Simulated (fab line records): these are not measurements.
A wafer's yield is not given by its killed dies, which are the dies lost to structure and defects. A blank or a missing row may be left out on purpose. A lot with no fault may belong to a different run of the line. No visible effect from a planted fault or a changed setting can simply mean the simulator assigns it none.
Split-lot experiment / flow n5 finfet / route with 1938 steps; 7 lots, 21 wafers read

== SPLIT DETAILS ==
At N5_GATE_CUT_ETCH_56 (etches TiN in Cl2/Ar, target depth 21.6 nm), the setting icp w was moved away from the recipe's 600 W on 3 of the 21 wafers read, by -8.5% to +15.7%. For the rest of the wafers, this setting stayed at what the recipe calls for.

The reading is taken at the split's own step.

== THE READING ==
etch.depth nm (the simulator's own value, which no gauge read), in nm, at N5_GATE_CUT_ETCH_56 (etches TiN in Cl2/Ar, target depth 21.6 nm). The file does not state a usual value for it. Across the 18 wafers here that went through the recipe, the average is 21.63 nm and the standard deviation 0.37 nm.

wafer=L076.1; tool, chamber at the split=rie metal-01, 0; icp w as run, W=600; against the recipe=recipe; etch.depth nm, nm=21.5; against lot-mates on the recipe=-
wafer=L076.2; tool, chamber at the split=rie metal-01, 1; icp w as run, W=600; against the recipe=recipe; etch.depth nm, nm=21.2; against lot-mates on the recipe=-
wafer=L076.5; tool, chamber at the split=rie metal-01, 1; icp w as run, W=600; against the recipe=recipe; etch.depth nm, nm=21.01; against lot-mates on the recipe=-
wafer=L075.1; tool, chamber at the split=rie metal-03, 0; icp w as run, W=600; against the recipe=recipe; etch.depth nm, nm=22.43; against lot-mates on the recipe=-
wafer=L075.2; tool, chamber at the split=rie metal-03, 1; icp w as run, W=600; against the recipe=recipe; etch.depth nm, nm=21.56; against lot-mates on the recipe=-
wafer=L075.4; tool, chamber at the split=rie metal-03, 1; icp w as run, W=600; against the recipe=recipe; etch.depth nm, nm=21.73; against lot-mates on the recipe=-
wafer=L079.3; tool, chamber at the split=rie metal-02, 0; icp w as run, W=600; against the recipe=recipe; etch.depth nm, nm=21.82; against lot-mates on the recipe=-
wafer=L079.4; tool, chamber at the split=rie metal-02, 1; icp w as run, W=600; against the recipe=recipe; etch.depth nm, nm=22.06; against lot-mates on the recipe=-
wafer=L079.5; tool, chamber at the split=rie metal-02, 0; icp w as run, W=600; against the recipe=recipe; etch.depth nm, nm=21.93; against lot-mates on the recipe=-
wafer=L080.2; tool, chamber at the split=rie metal-03, 1; icp w as run, W=600; against the recipe=recipe; etch.depth nm, nm=21.4; against lot-mates on the recipe=-
wafer=L080.3; tool, chamber at the split=rie metal-03, 0; icp w as run, W=600; against the recipe=recipe; etch.depth nm, nm=22.03; against lot-mates on the recipe=-
wafer=L080.5; tool, chamber at the split=rie metal-03, 1; icp w as run, W=600; against the recipe=recipe; etch.depth nm, nm=21.46; against lot-mates on the recipe=-
wafer=L089.2; tool, chamber at the split=rie metal-03, 1; icp w as run, W=600; against the recipe=recipe; etch.depth nm, nm=21.42; against lot-mates on the recipe=-
wafer=L089.3; tool, chamber at the split=rie metal-03, 0; icp w as run, W=549.3; against the recipe=-8.5%; etch.depth nm, nm=20.77; against lot-mates on the recipe=-0.65
wafer=L089.6; tool, chamber at the split=rie metal-03, 0; icp w as run, W=549.3; against the recipe=-8.5%; etch.depth nm, nm=20.57; against lot-mates on the recipe=-0.85
wafer=L092.1; tool, chamber at the split=rie metal-03, 1; icp w as run, W=600; against the recipe=recipe; etch.depth nm, nm=21.41; against lot-mates on the recipe=-
wafer=L092.3; tool, chamber at the split=rie metal-03, 0; icp w as run, W=600; against the recipe=recipe; etch.depth nm, nm=22.28; against lot-mates on the recipe=-
wafer=L092.4; tool, chamber at the split=rie metal-03, 1; icp w as run, W=600; against the recipe=recipe; etch.depth nm, nm=21.51; against lot-mates on the recipe=-
wafer=L097.2; tool, chamber at the split=rie metal-01, 0; icp w as run, W=694.5; against the recipe=+15.7%; etch.depth nm, nm=24.58; against lot-mates on the recipe=+3.24
wafer=L097.5; tool, chamber at the split=rie metal-01, 1; icp w as run, W=600; against the recipe=recipe; etch.depth nm, nm=21.24; against lot-mates on the recipe=-
wafer=L097.6; tool, chamber at the split=rie metal-01, 0; icp w as run, W=600; against the recipe=recipe; etch.depth nm, nm=21.43; against lot-mates on the recipe=-

FIT RESULTS
A straight line over all 21 wafers: etch.depth nm changes by +0.161 nm for each +1% of icp w; r = +0.88; the points scatter about the line by 0.39 nm.
The same after taking each lot's own level away (the mean of its wafers on the recipe; 21 wafers): +0.163 nm for each +1%; r = +0.90; scatter 0.35 nm.
According to that fit, moving icp w by its largest amount changes the reading by 2.6 nm.
The span of the lots' own levels, 21.237 to 21.937 nm, comes to 1.9 times the standard deviation stated above.
So the lot-to-lot level changes the slope little: the two slopes agree.
Check: for one of the wafers moved furthest among these (+15.7%), held out of the fit, the line's prediction against its lot-mates is +1.4 nm. It came out at +3.24 nm against them.

== OTHER SPLITS APPLIED TO THESE WAFERS ==
These wafers also went through other splits before the reading. Each is held against what the fit with the lots' levels taken away leaves over:
other split on the same wafers=N5_SDB_COAT_03 spin rpm; wafers away from the commonest value=4; r with etch.depth nm (lot level and that fit taken away)=+0.01
other split on the same wafers=N5_HKMG_FIN_COAT_42 spin rpm; wafers away from the commonest value=6; r with etch.depth nm (lot level and that fit taken away)=-0.09
other split on the same wafers=N5_HKMG_FIN_COAT_43 spin rpm; wafers away from the commonest value=8; r with etch.depth nm (lot level and that fit taken away)=-0.15

== FILE'S OWN FIT ==
etch.depth nm changes by +0.18 nm for each +1% of icp w, r = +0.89.
